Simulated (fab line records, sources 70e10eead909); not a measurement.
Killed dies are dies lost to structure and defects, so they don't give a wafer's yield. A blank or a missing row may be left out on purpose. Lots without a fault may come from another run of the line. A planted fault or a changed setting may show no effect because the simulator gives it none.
Chamber matching | flow nand_harc | NHARC_A_CONTACT_DESCUM_74 on rie_diel-06: 4 sister chambers
The step chemistry O2, time 3 s. 22 wafers are shown with their chamber, then 11 later ones without.

WAFERS WITH THEIR CHAMBER
wafer  | chamber | showerhead_plenum_p_Torr (Torr) | drypump_motor_current_A (A) | oes_product_au (a.u.)
L075.2 | 0       | 1.85                            | 5.9                         | 1.008
L075.3 | 1       | 1.89                            | 5.7                         | 1.004
L075.6 | 3       | 1.95                            | 5.7                         | 0.999
L076.2 | 0       | 1.85                            | 5.9                         | 1.007
L076.3 | 1       | 1.89                            | 5.6                         | 1.004
L076.4 | 3       | 1.95                            | 5.7                         | 0.993
L078.1 | 3       | 1.95                            | 5.7                         | 0.993
L078.2 | 1       | 1.88                            | 5.7                         | 1.019
L078.6 | 0       | 1.85                            | 6.0                         | 1.001
L081.1 | 2       | 1.88                            | 6.5                         | 1.000
L081.2 | 1       | 1.88                            | 5.6                         | 1.017
L081.4 | 0       | 1.85                            | 6.0                         | 1.005
L082.1 | 1       | 1.88                            | 5.7                         | 1.018
L082.4 | 2       | 1.88                            | 6.5                         | 0.997
L082.5 | 1       | 1.88                            | 5.7                         | 1.029
L087.1 | 3       | 1.95                            | 5.7                         | 0.990
L087.2 | 2       | 1.88                            | 6.5                         | 0.996
L087.4 | 0       | 1.85                            | 5.9                         | 1.016
L088.3 | 3       | 1.94                            | 5.7                         | 0.987
L088.4 | 3       | 1.95                            | 5.6                         | 0.983
L088.5 | 2       | 1.88                            | 6.5                         | 0.997
L090.1 | 0       | 1.85                            | 5.9                         | 1.011

SIGNATURES (means of the wafers above)
reading                  | chamber 0 | chamber 1 | chamber 2 | chamber 3 | scatter within a chamber
showerhead_plenum_p_Torr | 1.8500    | 1.8833    | 1.8800    | 1.9483    | 0.00347
drypump_motor_current_A  | 5.933     | 5.667     | 6.500     | 5.683     | 0.0441
oes_product_au           | 1.00800   | 1.01517   | 0.99750   | 0.99083   | 0.0065
Rule: a wafer's distance from a chamber is the root of the sum, over the readings, of the square of ((its reading less the chamber's mean) divided by the reading's scatter). The wafer belongs to the nearest chamber; if the next one is less than 2 further off, it can't be placed. The scatter: the root of (the sum of the squares of (reading less its chamber's mean) over the shown wafers, divided by (wafers less chambers)).

WAFERS WITHOUT THEIR CHAMBER
wafer  | showerhead_plenum_p_Torr (Torr) | drypump_motor_current_A (A) | oes_product_au (a.u.)
L090.3 | 1.88                            | 5.7                         | 1.019
L090.5 | 1.88                            | 5.7                         | 1.022
L091.1 | 1.88                            | 6.5                         | 1.002
L091.2 | 1.85                            | 5.9                         | 1.009
L091.5 | 1.88                            | 5.7                         | 1.030
L094.1 | 1.88                            | 5.7                         | 1.035
L094.3 | 1.85                            | 5.9                         | 1.022
L094.6 | 1.88                            | 6.5                         | 1.010
L097.3 | 1.88                            | 5.7                         | 1.023
L097.4 | 1.94                            | 5.6                         | 0.992
L097.5 | 1.88                            | 5.6                         | 1.024

WHICH CHAMBER EACH WENT THROUGH
wafer  | from the rows above | in truth
L090.3 | 1                   | 1
L090.5 | 1                   | 1
L091.1 | 2                   | 2
L091.2 | 0                   | 0
L091.5 | 1                   | 1
L094.1 | 1                   | 1
L094.3 | 0                   | 0
L094.6 | 2                   | 2
L097.3 | 1                   | 1
L097.4 | 3                   | 3
L097.5 | 1                   | 1
Placed correctly: 11 of 11. Can't be placed from these rows: 0. Placed wrongly: 0.
